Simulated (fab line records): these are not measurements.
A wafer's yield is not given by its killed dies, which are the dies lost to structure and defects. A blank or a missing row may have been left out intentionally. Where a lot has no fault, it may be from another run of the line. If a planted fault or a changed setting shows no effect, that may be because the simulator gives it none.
Comparing a struck lot with a sound one    flow n5 finfet    15 steps out of a route of 1938
Sound: the wafers L119.2, L119.4, L119.5. Wafers struck: L127.3, L127.6. The cause is named last.
Per side, at each step with rows, come the tool, then ch with its chambers, and then its first start. Under that, the readings that differ: sound wafers    struck wafers    difference of the means    sigmas: that difference in standard deviations of wafers without a fault.
alike: readings whose means differ by less than 2 such deviations, and words and numbers that are the same on both sides. not compared: withheld readings, readings that some wafer has no value for, bounds like >300 that may hide the same value, and numbers for which the record gives no deviation and whose values overlap.
Wherever a step has rows on one side only, a row that says differs or no value, or a row with sigmas, the two part there. Numbers that don't overlap but have no deviation are shown without sigmas and don't part them. A reading missing from all wafers of one side parts the sides only when that side holds two or more wafers.

first, 7 steps without rows for these wafers: N5_PASSIVATION_COAT_38; N5_PASSIVATION_EBR_40; N5_PASSIVATION_SOFTBAKE_39 (time 120 s); N5_PASSIVATION_EXPOSE_41 (exposes mask PASS OPEN, defocus 0 nm, target cd 40000 nm); N5_PASSIVATION_PEB_42; N5_PASSIVATION_DEVELOP_43 (develop time 60 s); N5_PASSIVATION_HARDBAKE_45 (time 120 s).
N5_PASSIVATION_CD_MEAS_44 targets a cd of 40000 nm.
  sound on cd sem-03 ch 0, day 15 21:07; struck on cd sem-01 ch 0, day 17 11:32
  alike: cd nm
N5_PASSIVATION_OVL_MEAS_66:
  sound on overlay-02 ch 0, day 15 21:08; struck on overlay-01 ch 0, day 17 11:34
  alike: PASS_OPEN_OVL
N5_PASSIVATION_INSPECT_67: inspects for defects (macro).
  struck on defect inspect-01, day 17 11:36; sound on defect inspect-01, day 15 21:10
  alike: raw defect count
N5_PASSIVATION_DESCUM_46: chemistry O2, time 7.9 s.
  sound on rie diel-01 ch 0,1,3, day 15 21:11; struck on rie diel-01 ch 1,2, day 17 11:38
  alike: drypump motor current A, oes product au, rf vpp V, showerhead plenum p Torr, throttle valve pct
  not compared: rf hours counter h
N5_PASSIVATION_PASS_ETCH_47: etches SiNx in CF4/O2, target depth 770 nm, time 385 s.
  sound on rie diel-01 ch 0,1,3, day 15 21:14; struck on rie diel-01 ch 1,2, day 17 11:40
  alike: drypump motor current A, oes product au, rf vpp V, showerhead plenum p Torr, throttle valve pct
  not compared: rf hours counter h
N5_PASSIVATION_ETCH_54: etches SiO2 in CHF3/O2, target depth 880 nm, time 440 s.
  sound on rie diel-01 ch 0,1,3, day 15 21:28; struck on rie diel-01 ch 1,2, day 17 11:53
  alike: drypump motor current A, oes product au, rf vpp V, showerhead plenum p Torr, throttle valve pct
  not compared: rf hours counter h, model.etch.depth nm, model.PASSIVATION.feature depth nm
N5_PASSIVATION_STRIP_48: strips in O2.
  sound on rie diel-01 ch 0,1,3, day 15 21:45; struck on rie diel-01 ch 1,2, day 17 12:11
  alike: drypump motor current A, oes product au, rf vpp V, showerhead plenum p Torr, throttle valve pct
  not compared: rf hours counter h
then, 1 step without rows for these wafers: N5_PASSIVATION_PROBE_49.

WHERE THEY PART
Nowhere in this record.

WHY: what the simulator had put in
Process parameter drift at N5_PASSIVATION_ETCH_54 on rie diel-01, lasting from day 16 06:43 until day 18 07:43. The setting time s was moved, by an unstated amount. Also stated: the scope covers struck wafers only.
